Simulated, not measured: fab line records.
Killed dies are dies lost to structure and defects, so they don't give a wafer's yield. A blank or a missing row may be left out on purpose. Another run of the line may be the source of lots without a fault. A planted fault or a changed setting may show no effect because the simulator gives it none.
Struck lot and sound lot, side by side / flow n5Finfet / 37 out of 1938 route steps
Sound: wafers L651.1, L651.5, L651.6. Struck: wafer L642.2. (L642.5 of the same lot was not struck and is left out.) The cause comes at the end.
Each step with rows lists, per side, the tool, then ch with its chambers, then its first start. Under that, the readings that differ: sound wafers / struck wafers / difference of the means / sigmas: that difference in standard deviations of wafers without a fault.
alike: same words and numbers on both sides, and readings whose means sit less than 2 such deviations apart. not compared: any withheld reading, any reading some wafer has no value for, any bound like >300 that may hide the same value, and any number with overlapping values for which the record gives no deviation.
The two part at a step that has a row with sigmas, a row that says differs or no value, or rows on one side only. When numbers do not overlap yet have no deviation, they are printed without sigmas and do not part them. A reading missing from all wafers of one side parts the sides only when that side holds two or more wafers.

first, 9 steps without rows for these wafers: N5_MOL_CONTACT_COAG_COAT_78 (resist thk 40 nm); N5_MOL_CONTACT_COAG_EBR_80; N5_MOL_CONTACT_COAG_SOFTBAKE_79 (time 60 s); N5_MOL_CONTACT_COAG_EXPOSE_81 (exposes mask VG, defocus 0 nm); N5_MOL_CONTACT_COAG_PEB_82 (peb time 60 s); N5_MOL_CONTACT_COAG_DEVELOP_83 (develop time 30 s); N5_MOL_CONTACT_COAG_DESCUM_88 (chemistry O2, time 7 s); N5_MOL_CONTACT_COAG_ETCH_89 (etches underlayer in N2/H2, target depth 13 nm, time 10.4 s); N5_MOL_CONTACT_COAG_ETCH_90 (etches SiARC in CF4, target depth 13 nm, time 21.7 s).
N5_MOL_CONTACT_COAG_ALD_131: deposits SiO2, target thk 5 nm, pulse time 1 s, co reactant pulse time 1 s.
  sound on aldSin-01 ch 1,2,3, day 10 20:56; struck on aldSin-03 ch 2, day 8 16:28
reading=aldCycles; sound=35 35 35; struck=58; difference=+23; sigmas=
reading=model.SiO2_of_MOL_CONTACT_COAG_ALD_131.thkNm (nm); sound=5 5 5; struck=8.2; difference=+3.2; sigmas=
  alike: heaterPowerW, precursorPulseHeightRel, susceptorTempC
then, 25 steps without rows for these wafers: N5_MOL_CONTACT_COAG_ETCHBACK_132 (etches SiO2 in CHF3, target depth 10 nm, time 6.7 s); N5_MOL_CONTACT_COAG_ETCH_91 (etches SOC in N2/H2, target depth 60 nm, overetch 21 nm, time 101.2 s); N5_MOL_CONTACT_COAG_STRIP_92 (strips in N2/H2); N5_MOL_CONTACT_COAG_STRIP_93 (strips in N2/H2); N5_MOL_CONTACT_COAG_ETCHBACK_135 (etches SiO2 in CHF3, target depth 25 nm, time 16.7 s); N5_MOL_CONTACT_COAG_STRIP_118 (strips in CHF3); N5_MOL_CONTACT_COAG_VIA_ETCH_46 (etches SiO2 in C4F6/O2, target depth 46 nm, overetch 9.2 nm, time 40 s); N5_MOL_CONTACT_COAG_STRIP_96 (strips in N2/H2); N5_MOL_CONTACT_COAG_ETCH_47 (etches SiNx in CH3F/O2, stops on W, target depth 27 nm); N5_MOL_CONTACT_COAG_STRIP_119 (strips in N2/H2, time 30 s); N5_MOL_CONTACT_COAG_PRECLEAN_144 (cleans in alkaline clean, time 60 s); N5_MOL_CONTACT_COAG_SRD_145 (time 30 s); N5_MOL_CONTACT_COAG_COAT_62 (time 60 s, resist thk 60 nm); N5_MOL_CONTACT_COAG_COAT_63 (time 60 s, resist thk 10 nm); N5_MOL_CONTACT_COAG_COAT_64 (time 60 s, resist thk 10 nm); N5_MOL_CONTACT_COAG_COAT_34 (resist thk 40 nm); N5_MOL_CONTACT_COAG_EBR_36; N5_MOL_CONTACT_COAG_SOFTBAKE_35 (time 60 s); N5_MOL_CONTACT_COAG_EXPOSE_37 (exposes mask VD, defocus 0 nm); N5_MOL_CONTACT_COAG_PEB_38 (peb time 60 s); N5_MOL_CONTACT_COAG_DEVELOP_39 (develop time 30 s); N5_MOL_CONTACT_COAG_DESCUM_45 (chemistry O2, time 7 s); N5_MOL_CONTACT_COAG_ETCH_65 (etches underlayer in N2/H2, target depth 13 nm, time 10.4 s); N5_MOL_CONTACT_COAG_ETCH_66 (etches SiARC in CF4, target depth 13 nm, time 21.7 s); N5_MOL_CONTACT_COAG_ALD_133 (deposits SiO2, target thk 5 nm, pulse time 1 s, co reactant pulse time 1 s).
N5_BEOL_M4_RC_MEAS_101:
  the record has rows for the sound wafers here (prober-02 ch 0, day 14 10:42) and none for the struck ones
-- record jumps: 8 days separate the struck wafers' starts on either side; left off in module BEOL_M4, taken up again in module PASSIVATION, whose first shown step is the route's number 1936 --
N5_PASSIVATION_PROBE_49:
  record: rows for the struck wafers here (prober-02, day 16 17:19), none for the sound ones

== WHERE THEY PART ==
At N5_BEOL_M4_RC_MEAS_101 first; at N5_PASSIVATION_PROBE_49 last (within this record only).

WHY: whatever the simulator had introduced
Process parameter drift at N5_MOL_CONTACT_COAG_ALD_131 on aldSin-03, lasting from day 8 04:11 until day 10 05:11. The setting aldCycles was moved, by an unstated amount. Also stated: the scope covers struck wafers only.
